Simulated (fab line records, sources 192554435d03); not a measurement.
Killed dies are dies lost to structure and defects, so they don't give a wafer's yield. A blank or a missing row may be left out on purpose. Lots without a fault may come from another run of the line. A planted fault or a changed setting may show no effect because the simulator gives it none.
A struck lot beside a sound one | flow n5_finfet | 37 steps out of a route of 1938
Sound: wafers L268.2, L268.3, L268.5. Struck: wafer L272.2. (L272.1 of the same lot was not struck and is left out.) The cause comes at the end.
At each step with rows: each side's tool, then ch and its chambers, then its first start. Under that, the readings that differ: sound wafers | struck wafers | difference of the means | sigmas: that difference in standard deviations of wafers without a fault.
alike: readings whose means differ by less than 2 such deviations, and words and numbers that are the same on both sides. not compared: withheld readings, readings that some wafer has no value for, bounds like >300 that may hide the same value, and numbers for which the record gives no deviation and whose values overlap.
The two part at a step that has a row with sigmas, a row that says differs or no value, or rows on one side only. Numbers that don't overlap but have no deviation are shown without sigmas and don't part them. A reading that every wafer of one side lacks parts them only if that side has two wafers or more.

first, 9 steps without rows for these wafers: N5_BEOL_M4_ANNEAL_95 (time 240 s); N5_BEOL_M4_SPUTTER_96 (material Cu, target thk 4.5 nm, time 8.29 s); N5_BEOL_M4_ECD_50 (material Cu, target thk 300 nm); N5_BEOL_M4_ANNEAL_51 (time 90 s); N5_BEOL_M4_CMP_52 (polishes, stops on SiOC, t overpolish 6.8 s, target thk 40 nm); N5_BEOL_M4_PRE_CLEAN_60 (time 15 s); N5_BEOL_M4_CO_CAP_55 (material Co, precursor CCTBA/H2, target thk 2 nm, time 102.1 s); N5_BEOL_M4_PRE_CLEAN_56 (time 15 s); N5_BEOL_M4_DEP_57 (deposits SiCN from 3MS/NH3, target thk 8 nm, time 14 s).
N5_BEOL_M4_RC_MEAS_101:
  sound on prober-02 ch 0, day 8 14:30; struck on prober-02 ch 0, day 9 16:01
  reading        | sound          | struck | difference | sigmas
  IOFF_P (nA/um) | 0.21 0.24 0.21 | 0.33   | +0.11      | +3
  SS_N (mV/dec)  | 71.0 71.2 71.2 | 73.2   | +2.1       | +3
  VT_N (mV)      | 248 245 248    | 240    | -7         | -2
  VT_P (mV)      | -250 -247 -253 | -242   | +8         | +2
  alike: DIBL_N, DIBL_P, IOFF_N, ION_N, ION_P, SS_P
then, 24 steps without rows for these wafers: N5_BEOL_M5_ILD_DEP_00 (deposits SiCOH lowk from DEMS/porogen, target thk 140.64 nm, time 25.9 s); N5_BEOL_M5_CURE_79 (cures SiCOH lowk, time 240 s); N5_BEOL_M5_PECVD_70 (deposits SiO2 from TEOS/O2, target thk 16 nm, time 18 s); N5_BEOL_M5_HM_DEP_02 (deposits TiN, target thk 20 nm); N5_BEOL_M5_COAT_59 (time 60 s, resist thk 60 nm); N5_BEOL_M5_COAT_60 (time 60 s, resist thk 12 nm); N5_BEOL_M5_COAT_71 (time 60 s, resist thk 5 nm); N5_BEOL_M5_COAT_05 (resist thk 30 nm); N5_BEOL_M5_EBR_07; N5_BEOL_M5_SOFTBAKE_06 (time 60 s); N5_BEOL_M5_EXPOSE_08 (exposes mask M5, target cd 28 nm); N5_BEOL_M5_PEB_09 (peb time 60 s); N5_BEOL_M5_DEVELOP_10 (develop time 30 s); N5_BEOL_M5_DESCUM_16 (chemistry O2, time 7 s); N5_BEOL_M5_ETCH_72 (etches underlayer in N2/H2, target depth 6.5 nm, time 5.2 s); N5_BEOL_M5_ETCH_61 (etches SiARC in CF4, target depth 15.6 nm, time 26 s); N5_BEOL_M5_ETCH_62 (etches SOC in N2/H2, target depth 75 nm, overetch 15 nm, time 112.5 s); N5_BEOL_M5_STRIP_63 (strips in N2/H2); N5_BEOL_M5_STRIP_73 (strips in N2/H2); N5_BEOL_M5_STRIP_64 (strips in CF4); N5_BEOL_M5_HM_OPEN_17 (chemistry Cl2/BCl3, target TiN, target depth 20 nm, overetch 6 nm); N5_BEOL_M5_STRIP_19 (strips in O2); N5_BEOL_M5_COAT_65 (time 60 s, resist thk 60 nm); N5_BEOL_M5_COAT_66 (time 60 s, resist thk 12 nm).
-- the record jumps here: 3 days lie between the struck wafers' starts before and after (it left off in module BEOL_M5 and takes up again in module BEOL_M11, whose first step shown is number 1566 of the route) --
N5_BEOL_M11_PEB_26: peb time 60 s.
  sound on litho_track-01 ch 0, day 11 04:23; struck on litho_track-01 ch 0, day 12 11:37
N5_BEOL_M11_CD_MEAS_28: target cd 70 nm.
  sound on cd_sem-02 ch 0, day 11 04:27; struck on cd_sem-01 ch 0, day 12 11:41
  reading    | sound          | struck | difference | sigmas
  cd_nm (nm) | 71.2 71.2 69.9 | 61.4   | -9.4       | -10
N5_PASSIVATION_PROBE_49:
  sound on prober-01, day 12 19:17; struck on prober-02, day 14 05:44
  reading                  | sound          | struck | difference | sigmas
  defect_limited_yield (%) | 92.1 92.1 90.8 | 83.6   | -8.1       | -6
  killed_at_M4_up          | 18 11 28       | 84     | +65        | +11
  killed_at_contacts       | 8 4 3          | 20     | +15        | +2
  killed_dies              | 93 93 108      | 194    | +96        | +6
  killed_open              | 57 47 76       | 87     | +27        | +2
  sort_bin_5_function (%)  | 4.4 4.5 4.8    | 11.9   | +7.3       | +8
  sort_n_pass              | 1087 1087 1072 | 986    | -96        | -6
  alike: killed_at_M0_to_M3, killed_at_front_end, killed_at_other, killed_on_rim, killed_short, sort_bin_6_memory, sort_bin_8_speed

WHERE THEY PART
First at N5_BEOL_M4_RC_MEAS_101; last, within this record, at N5_PASSIVATION_PROBE_49.

WHY: what the simulator had put in
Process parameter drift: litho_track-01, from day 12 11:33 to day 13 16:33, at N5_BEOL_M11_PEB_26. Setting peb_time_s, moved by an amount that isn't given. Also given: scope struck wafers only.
